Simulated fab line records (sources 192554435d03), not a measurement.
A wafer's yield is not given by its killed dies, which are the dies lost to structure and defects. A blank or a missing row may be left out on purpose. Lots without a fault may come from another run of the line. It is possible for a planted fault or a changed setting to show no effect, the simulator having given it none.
Which of the tools did it?    flow n5Finfet    30 wafers from 10 lots sampled at 5 of the route's 1938 steps

## WHAT EACH GAUGE READ, for each wafer
N5_SD_EPI_N_CD_MEAS_09 targets a cd of 120 nm. Usual: cdNm 119.9 nm, standard deviation 0.56.
lot   measured     on        cdNm (nm)          flag
L368  day 3 01:50  cdSem-03  119.4 118.9 119.4  
L372  day 4 00:10  cdSem-01  119.5 120.0 119.1  
L373  day 4 07:00  cdSem-03  119.3 119.0 119.3  
L375  day 4 18:43  cdSem-02  119.9 120.9 120.4  
L376  day 5 03:41  cdSem-03  120.0 119.2 120.0  
L385  day 7 09:10  cdSem-01  119.9 120.4 119.7  
L386  day 7 11:56  cdSem-01  120.2 120.3 121.4  
L388  day 8 00:05  cdSem-01  119.6 119.8 120.3  
L389  day 8 06:16  cdSem-01  120.4 119.9 119.8  
L390  day 8 11:46  cdSem-03  119.6 120.2 120.2  

N5_SD_EPI_N_OVL_MEAS_10. Usual: for SD_N_BLK_OVL the level is -0.2 nm and the standard deviation is 0.67.
lot   measured     on          SD_N_BLK_OVL (nm)  flag
L368  day 3 01:52  overlay-01  -0.5 -0.5 -0.4     
L372  day 4 00:11  overlay-01  -0.4 -0.6 -1.0     
L373  day 4 07:02  overlay-01  -0.5 0.3 1.3       
L375  day 4 18:45  overlay-01  1.0 0.5 -0.9       
L376  day 5 03:43  overlay-01  -1.4 0.0 0.8       
L385  day 7 09:12  overlay-02  -0.2 0.3 0.6       
L386  day 7 11:58  overlay-02  -0.4 0.5 -0.8      
L388  day 8 00:07  overlay-02  0.5 0.2 -0.2       
L389  day 8 06:17  overlay-02  0.6 1.3 0.6        
L390  day 8 11:48  overlay-01  -1.4 -1.2 -0.1     

N5_BEOL_M4_RC_MEAS_101. Usual: DIBL_N 36.2 mV/V, standard deviation 1.5; DIBL_P 36.2 mV/V, standard deviation 1.7; IOFF_N 0.155 nA/um, standard deviation 0.021; IOFF_P 0.216 nA/um, standard deviation 0.026; ION_N 674 uA/um, standard deviation 11; ION_P 464 uA/um, standard deviation 6.8; SS_N 71.5 mV/dec, standard deviation 0.56; SS_P 73.3 mV/dec, standard deviation 0.6; VT_N 250.2 mV, standard deviation 2.6; VT_P -249.3 mV, standard deviation 2.5.
lot   measured      on         DIBL_N (mV/V)   DIBL_P (mV/V)   IOFF_N (nA/um)     IOFF_P (nA/um)     ION_N (uA/um)  ION_P (uA/um)  SS_N (mV/dec)   SS_P (mV/dec)   VT_N (mV)          VT_P (mV)             flag
L368  day 8 08:34   prober-01  33.3 35.6 36.5  33.5 36.3 36.6  0.137 0.173 0.191  0.185 0.222 0.233  679 691 693    470 471 477    70.5 71.4 72.2  73.2 73.4 73.1  251.1 247.4 246.9  -248.6 -246.7 -245.7  
L372  day 8 23:38   prober-01  37.9 37.4 38.8  35.0 34.1 36.2  0.143 0.141 0.162  0.214 0.199 0.236  660 654 656    455 451 458    71.5 71.2 71.5  74.1 73.2 74.1  253.3 253.1 249.7  -249.4 -248.9 -248.5  
L373  day 9 03:25   prober-02  36.6 35.7 36.9  37.6 35.8 37.4  0.171 0.152 0.170  0.210 0.195 0.208  688 660 671    463 457 458    71.6 71.5 71.8  73.2 73.6 73.9  250.8 254.5 248.4  -253.2 -252.2 -254.2  
L375  day 9 10:37   prober-02  38.5 37.1 36.1  38.2 37.8 36.3  0.196 0.172 0.163  0.274 0.262 0.241  668 672 688    458 471 472    72.3 72.3 71.6  73.6 74.3 74.4  248.9 248.0 246.4  -246.0 -247.3 -247.0  
L376  day 9 18:01   prober-02  35.4 37.4 36.1  36.7 39.0 38.2  0.134 0.172 0.152  0.196 0.235 0.226  662 674 676    460 463 469    72.2 71.9 71.8  73.0 73.5 73.3  256.6 252.4 253.1  -255.0 -251.5 -250.8  
L385  day 12 07:09  prober-01  35.3 35.6 37.2  35.2 36.4 37.6  0.145 0.159 0.184  0.212 0.239 0.257  668 680 686    471 476 473    70.9 71.2 72.1  73.3 73.7 73.9  250.6 248.2 248.1  -246.6 -248.1 -246.3  
L386  day 12 11:24  prober-02  35.6 33.3 33.7  35.1 32.7 32.5  0.142 0.114 0.117  0.207 0.181 0.172  659 660 648    455 466 452    71.8 70.9 70.8  73.5 72.4 73.6  252.9 251.8 254.7  -249.4 -251.1 -251.4  
L388  day 12 22:53  prober-02  39.7 38.4 36.9  38.9 37.6 35.6  0.181 0.163 0.139  0.247 0.224 0.201  675 681 684    457 466 471    72.4 71.9 72.0  74.0 72.7 72.5  249.7 249.6 251.3  -246.9 -248.6 -249.3  
L389  day 13 15:43  prober-01  38.5 37.8 38.0  37.4 36.8 36.3  0.169 0.157 0.160  0.240 0.241 0.234  682 660 666    472 463 460    71.6 72.0 71.7  74.0 74.0 73.9  249.8 250.4 249.1  -248.0 -248.8 -248.1  
L390  day 13 21:12  prober-01  35.9 35.2 35.2  35.9 35.6 35.6  0.162 0.155 0.155  0.202 0.196 0.192  665 680 687    453 465 464    71.4 71.6 70.9  73.7 74.0 74.0  252.5 249.2 250.3  -249.9 -249.9 -248.8  

## WHICH TOOL RAN EACH LOT (tool, then ch and the chambers of the sampled wafers, then the start)
lot   N5_SPACER0_ALD_07                N5_SD_EPI_N_COAT_32
L368  aldSin-01 ch 0,1,2, day 3 00:59  lithoTrack-03 ch 0, day 3 01:35
L372  aldSin-01 ch 1,3, day 3 23:19    lithoTrack-03 ch 0, day 3 23:55
L373  aldSin-03 ch 0,2,3, day 4 06:02  lithoTrack-04 ch 0, day 4 06:38
L375  aldSin-03 ch 1,2,3, day 4 17:53  lithoTrack-03 ch 0, day 4 18:28
L376  aldSin-02 ch 0,2, day 5 02:43    lithoTrack-03 ch 0, day 5 03:19
L385  aldSin-03 ch 0,2,3, day 7 08:20  lithoTrack-02 ch 0, day 7 08:55
L386  aldSin-01 ch 1,2, day 7 11:06    lithoTrack-02 ch 0, day 7 11:42
L388  aldSin-02 ch 1,2,3, day 7 23:15  lithoTrack-02 ch 0, day 7 23:50
L389  aldSin-01 ch 0,1,3, day 8 05:17  lithoTrack-03 ch 0, day 8 05:53
L390  aldSin-02 ch 0,1, day 8 10:56    lithoTrack-02 ch 0, day 8 11:32
- N5_SPACER0_ALD_07: deposits SiNx, target thk 2 nm.
- N5_SD_EPI_N_COAT_32: time 60 s, resist thk 350 nm.

## AS READ BY THE TOOLS THEMSELVES (means over the sampled wafers that have a number; for cases with no such wafer, the mark the record gives instead)
N5_SPACER0_ALD_07. Usual: heaterPowerW 883 W, standard deviation 95.
lot   tool       heaterPowerW (W)  flag
L368  aldSin-01  992               
L372  aldSin-01  766               
L373  aldSin-03  854               
L375  aldSin-03  858               
L376  aldSin-02  884               
L385  aldSin-03  867               
L386  aldSin-01  860               
L388  aldSin-02  878               
L389  aldSin-01  879               
L390  aldSin-02  896               

N5_SD_EPI_N_COAT_32. Usual: heaterPowerTotalW 500.6 W, standard deviation 1.7; spinSpeedRpm 1500.0 rpm, standard deviation 0.85.
lot   tool           heaterPowerTotalW (W)  spinSpeedRpm (rpm)  flag
L368  lithoTrack-03  499.4                  1500.2              
L372  lithoTrack-03  501.7                  1499.4              
L373  lithoTrack-04  497.7                  1499.8              
L375  lithoTrack-03  498.3                  1661.8              OFF
L376  lithoTrack-03  500.3                  1661.1              OFF
L385  lithoTrack-02  499.0                  1499.5              
L386  lithoTrack-02  500.9                  1499.8              
L388  lithoTrack-02  500.6                  1500.6              
L389  lithoTrack-03  499.8                  1501.8              
L390  lithoTrack-02  501.4                  1499.8              

## THE ANSWER, worked out from the rows above alone
Rule: take the mean of a lot's wafers that have a number; if it is more than 3 standard deviations from the usual mean, the lot is off. Also off: a lot with no number at a reading for which 4 or more lots have one. Where the step has rows for the other lots, those lots are counted as sound. The gauges are gone through in route order, then the tools' own readings, and for those a lot's mean is taken as printed above. The first step at which some lot is off is used, and at that step the reading that is off furthest; a lot without a number counts as furthest.
Off: L375, L376 (N5_SD_EPI_N_COAT_32, spinSpeedRpm).
If a tool, at that step or one of the process steps before it, ran each lot that is off and ran no sound lot following the first of them, it fits. Of those tried, none fits.

## WHAT THE SIMULATOR PUT IN
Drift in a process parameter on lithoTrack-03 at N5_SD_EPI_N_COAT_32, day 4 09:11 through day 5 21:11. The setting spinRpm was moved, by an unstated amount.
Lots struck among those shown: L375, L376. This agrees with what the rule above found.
